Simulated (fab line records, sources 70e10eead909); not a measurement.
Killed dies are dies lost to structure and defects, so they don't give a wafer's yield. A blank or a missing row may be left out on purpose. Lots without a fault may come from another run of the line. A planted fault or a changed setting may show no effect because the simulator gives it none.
Which tool did it? | flow nand_harc | 24 lots, 72 wafers sampled, at 4 steps of a route of 1302

WHAT THE GAUGES READ, wafer by wafer
NHARC_P_M2_OVL_MEAS_10: pitch 340 nm. Usual: overlay_x_nm 0.1 nm, standard deviation 0.93; overlay_y_nm 0.0 nm, standard deviation 0.97.
lot  | measured     | on         | overlay_x_nm (nm) | overlay_y_nm (nm) | flag
L074 | day 6 19:06  | overlay-01 | 0.2 -0.3 0.1      | -0.4 -0.1 -0.3    |
L075 | day 6 21:38  | overlay-02 | -1.2 -1.2 -0.5    | 1.7 1.6 2.3       |
L076 | day 7 05:29  | overlay-02 | 0.3 0.4 0.5       | -0.9 -0.6 -0.7    |
L077 | day 7 13:57  | overlay-02 | 0.3 0.7 0.6       | -2.1 -1.8 -2.3    |
L078 | day 7 23:38  | overlay-02 | 0.2 0.2 -0.1      | -0.4 -0.1 0.0     |
L079 | day 8 19:47  | overlay-02 | -0.3 -0.8 -0.8    | 0.2 -0.3 -0.5     |
L080 | day 8 23:33  | overlay-02 | 0.5 0.4 0.5       | 0.1 0.6 0.6       |
L081 | day 9 06:23  | overlay-02 | 0.9 1.1 1.3       | 0.0 -0.1 0.3      |
L082 | day 9 22:31  | overlay-02 | 0.9 0.5 1.3       | 0.7 0.2 0.3       |
L083 | day 10 07:33 | overlay-01 | 0.6 0.2 0.4       | 1.4 1.6 1.2       |
L084 | day 10 17:54 | overlay-01 | 2.4 2.5 2.2       | -0.1 -0.1 -0.1    |
L085 | day 11 00:34 | overlay-01 | 1.3 0.4 0.8       | -1.0 -0.8 -1.8    |
L086 | day 11 06:18 | overlay-02 | -0.6 -0.3 -0.8    | 0.7 0.0 0.0       |
L087 | day 11 17:24 | overlay-01 | -1.1 -0.8 -0.5    | -0.2 0.3 -0.1     |
L088 | day 12 11:15 | overlay-02 | 0.2 -0.3 -0.4     | -0.9 -1.4 -0.9    |
L089 | day 12 23:01 | overlay-01 | 0.9 0.9 0.1       | 1.2 0.9 1.0       |
L090 | day 13 06:26 | overlay-02 | 0.6 1.2 0.9       | 0.9 0.4 1.0       |
L091 | day 13 10:45 | overlay-01 | -1.3 -0.7 -0.9    | -1.0 -0.7 -1.1    |
L092 | day 13 21:57 | overlay-02 | -1.6 -1.4 -1.3    | -0.1 -0.2 0.2     |
L093 | day 14 07:58 | overlay-01 | -0.7 -1.8 -1.2    | 0.0 0.4 0.5       |
L094 | day 14 16:14 | overlay-01 | 1.0 0.5 0.4       | -0.9 -1.2 -0.7    |
L095 | day 15 01:11 | overlay-01 | -0.4 -0.2 -0.4    | -0.3 0.3 -0.2     |
L096 | day 15 11:40 | overlay-01 | 0.2 0.0 -1.0      | 2.3 1.9 2.2       |
L097 | day 16 01:29 | overlay-01 | 0.3 0.1 0.8       | -0.9 -1.2 -0.6    |

NHARC_P_M2_INSPECT_11. Usual: raw_defect_count 5, standard deviation 3.2.
lot  | measured     | on                | raw_defect_count | flag
L074 | day 6 19:08  | defect_inspect-01 | 4 10 7           |
L075 | day 6 21:41  | defect_inspect-02 | 1 3 10           |
L076 | day 7 05:31  | defect_inspect-01 | 3 4 4            |
L077 | day 7 13:59  | defect_inspect-02 | 7 8 2            |
L078 | day 7 23:41  | defect_inspect-02 | 2 11 9           |
L079 | day 8 19:49  | defect_inspect-02 | 5 7 5            |
L080 | day 8 23:35  | defect_inspect-02 | 2 6 2            |
L081 | day 9 06:25  | defect_inspect-02 | 3 4 0            |
L082 | day 9 22:33  | defect_inspect-02 | 3 6 3            |
L083 | day 10 07:35 | defect_inspect-01 | 1 6 5            |
L084 | day 10 17:56 | defect_inspect-01 | 4 2 1            |
L085 | day 11 00:35 | defect_inspect-02 | 2 3 3            |
L086 | day 11 06:20 | defect_inspect-02 | 11 6 14          |
L087 | day 11 17:26 | defect_inspect-01 | 7 6 3            |
L088 | day 12 11:17 | defect_inspect-02 | 2 0 6            |
L089 | day 12 23:04 | defect_inspect-01 | 7 8 3            |
L090 | day 13 06:29 | defect_inspect-01 | 2 3 2            |
L091 | day 13 10:47 | defect_inspect-01 | 5 3 5            |
L092 | day 13 21:59 | defect_inspect-02 | 10 8 8           |
L093 | day 14 08:00 | defect_inspect-02 | 4 4 3            |
L094 | day 14 16:16 | defect_inspect-02 | 6 10 11          |
L095 | day 15 01:13 | defect_inspect-02 | 8 6 6            |
L096 | day 15 11:42 | defect_inspect-02 | 4 5 4            |
L097 | day 16 01:32 | defect_inspect-02 | 5 1 3            |

NHARC_P_M2_CD_MEAS_16. Usual: cd_nm 170.2 nm, standard deviation 0.83.
lot  | measured     | on        | cd_nm (nm)        | flag
L074 | day 6 19:31  | cd_sem-02 | 170.7 171.1 170.2 |
L075 | day 6 22:03  | cd_sem-03 | 170.0 171.1 170.2 |
L076 | day 7 05:56  | cd_sem-01 | 169.9 168.7 169.3 |
L077 | day 7 14:23  | cd_sem-01 | 169.4 168.8 170.6 |
L078 | day 8 00:03  | cd_sem-01 | 169.3 170.6 169.9 |
L079 | day 8 20:11  | cd_sem-01 | 169.3 169.8 168.9 |
L080 | day 8 23:57  | cd_sem-01 | 170.5 170.4 171.6 |
L081 | day 9 06:47  | cd_sem-01 | 170.3 172.1 171.8 |
L082 | day 9 22:55  | cd_sem-03 | 171.5 168.4 169.9 |
L083 | day 10 07:57 | cd_sem-03 | 169.2 171.1 170.7 |
L084 | day 10 18:19 | cd_sem-02 | 170.7 170.5 168.0 |
L085 | day 11 00:58 | cd_sem-01 | 170.8 169.6 169.9 |
L086 | day 11 06:42 | cd_sem-02 | 169.8 169.3 170.5 |
L087 | day 11 17:48 | cd_sem-02 | 170.3 170.1 169.2 |
L088 | day 12 11:41 | cd_sem-02 | 169.6 170.5 171.5 |
L089 | day 12 23:28 | cd_sem-02 | 170.0 171.1 169.4 |
L090 | day 13 06:51 | cd_sem-01 | 169.6 169.6 168.8 |
L091 | day 13 11:11 | cd_sem-02 | 171.2 170.8 171.6 |
L092 | day 13 22:21 | cd_sem-01 | 170.6 170.4 170.2 |
L093 | day 14 08:25 | cd_sem-02 | 170.9 169.8 169.6 |
L094 | day 14 16:38 | cd_sem-02 | 169.5 169.4 171.0 |
L095 | day 15 01:35 | cd_sem-03 | 169.0 170.3 170.0 |
L096 | day 15 12:04 | cd_sem-01 | 171.0 169.7 169.2 |
L097 | day 16 01:54 | cd_sem-02 | 170.0 170.7 170.0 |

WHICH TOOL RAN EACH LOT (tool, then ch and the chambers of the sampled wafers, then the start)
lot  | NHARC_P_M2_DESCUM_14
L074 | rie_diel-04 ch 1,2, day 6 19:13
L075 | rie_diel-04 ch 0,1,2, day 6 21:44
L076 | rie_diel-01 ch 0,2, day 7 05:35
L077 | rie_diel-11 ch 1,2, day 7 14:02
L078 | rie_diel-01 ch 0,3, day 7 23:44
L079 | rie_diel-11 ch 1,2, day 8 19:52
L080 | rie_diel-01 ch 0,1,3, day 8 23:40
L081 | rie_diel-01 ch 0,1,3, day 9 06:29
L082 | rie_diel-01 ch 0,1,2, day 9 22:37
L083 | rie_diel-11 ch 1,2,3, day 10 07:40
L084 | rie_diel-04 ch 0,2,3, day 10 18:00
L085 | rie_diel-01 ch 0,1,2, day 11 00:39
L086 | rie_diel-11 ch 1,3, day 11 06:25
L087 | rie_diel-01 ch 0,1, day 11 17:31
L088 | rie_diel-01 ch 0,1,3, day 12 11:20
L089 | rie_diel-01 ch 0,3, day 12 23:08
L090 | rie_diel-11 ch 0,1, day 13 06:33
L091 | rie_diel-01 ch 0,1,3, day 13 10:50
L092 | rie_diel-01 ch 0,2,3, day 13 22:02
L093 | rie_diel-04 ch 1,2, day 14 08:05
L094 | rie_diel-01 ch 0,3, day 14 16:19
L095 | rie_diel-04 ch 0,2,3, day 15 01:17
L096 | rie_diel-04 ch 0,2,3, day 15 11:47
L097 | rie_diel-11 ch 0,1,2, day 16 01:37
- NHARC_P_M2_DESCUM_14: chemistry O2, time 3 s.

WHAT THE TOOLS THEMSELVES READ (means of the sampled wafers that have a number; where no wafer has one, the mark that the record gives instead)
NHARC_P_M2_DESCUM_14. Usual: drypump_motor_current_A 5.4 A, standard deviation 0.4; oes_product_au 0.999 a.u., standard deviation 0.0092; rf_vpp_V 57.9 V, standard deviation 0.88; showerhead_plenum_p_Torr 1.90 Torr, standard deviation 0.089; throttle_valve_pct 11.310 %, standard deviation 0.0097.
lot  | tool        | drypump_motor_current_A (A) | oes_product_au (a.u.) | rf_vpp_V (V) | showerhead_plenum_p_Torr (Torr) | throttle_valve_pct (%) | flag
L074 | rie_diel-04 | 5.7                         | 1.014                 | 57.0         | 1.79                            | 11.317                 |
L075 | rie_diel-04 | 5.5                         | 1.009                 | 58.4         | 1.85                            | 11.311                 |
L076 | rie_diel-01 | 5.8                         | 0.995                 | 58.7         | 1.97                            | 11.299                 |
L077 | rie_diel-11 | 5.6                         | 1.006                 | 57.3         | 1.87                            | 11.314                 |
L078 | rie_diel-01 | 5.1                         | 0.999                 | 57.8         | 1.91                            | 11.306                 |
L079 | rie_diel-11 | 5.6                         | 0.993                 | 56.8         | 1.87                            | 11.295                 |
L080 | rie_diel-01 | 5.3                         | 1.003                 | 57.9         | 1.89                            | 11.305                 |
L081 | rie_diel-01 | 5.3                         | 0.989                 | 57.8         | 1.89                            | 11.316                 |
L082 | rie_diel-01 | 5.6                         | 0.998                 | 57.9         | 1.96                            | 11.312                 |
L083 | rie_diel-11 | 5.7                         | 0.996                 | 58.0         | 1.88                            | 11.309                 |
L084 | rie_diel-04 | 5.4                         | 1.009                 | 57.9         | 1.93                            | 11.308                 |
L085 | rie_diel-01 | 5.6                         | 1.005                 | 57.7         | 1.96                            | 11.307                 |
L086 | rie_diel-11 | 5.6                         | 0.997                 | 57.9         | 1.84                            | 11.321                 |
L087 | rie_diel-01 | 5.2                         | 1.006                 | 58.3         | 1.96                            | 11.309                 |
L088 | rie_diel-01 | 5.3                         | 1.004                 | 57.9         | 1.89                            | 11.313                 |
L089 | rie_diel-01 | 5.1                         | 0.997                 | 58.1         | 1.91                            | 11.308                 |
L090 | rie_diel-11 | 5.1                         | 1.005                 | 57.4         | 1.88                            | 11.302                 |
L091 | rie_diel-01 | 5.3                         | 0.997                 | 57.2         | 1.89                            | 11.307                 |
L092 | rie_diel-01 | 5.5                         | 1.000                 | 57.9         | 1.91                            | 11.312                 |
L093 | rie_diel-04 | 5.7                         | 1.004                 | 57.8         | 1.80                            | 11.318                 |
L094 | rie_diel-01 | 5.2                         | 0.993                 | 57.9         | 1.84                            | 11.302                 |
L095 | rie_diel-04 | 5.4                         | 0.999                 | 57.1         | 1.93                            | 11.311                 |
L096 | rie_diel-04 | 5.4                         | 1.003                 | 57.7         | 1.93                            | 11.309                 |
L097 | rie_diel-11 | 5.4                         | 0.993                 | 57.4         | 1.92                            | 11.316                 |

THE ANSWER, worked out from the rows above alone
Rule: a lot is off if the mean of its wafers that have a number lies more than 3 standard deviations from the usual mean. A lot without any number at a reading at which 4 lots or more have one is off too. The other lots that the step has rows for count as sound. The gauges are gone through in route order, then the tools' own readings, and for those a lot's mean is taken as printed above. The first step at which some lot is off is used, and at that step the reading that is off furthest; a lot without a number counts as furthest.
No lot is off at any reading shown: from this, nothing can be told.

WHAT THE SIMULATOR HAD PUT IN
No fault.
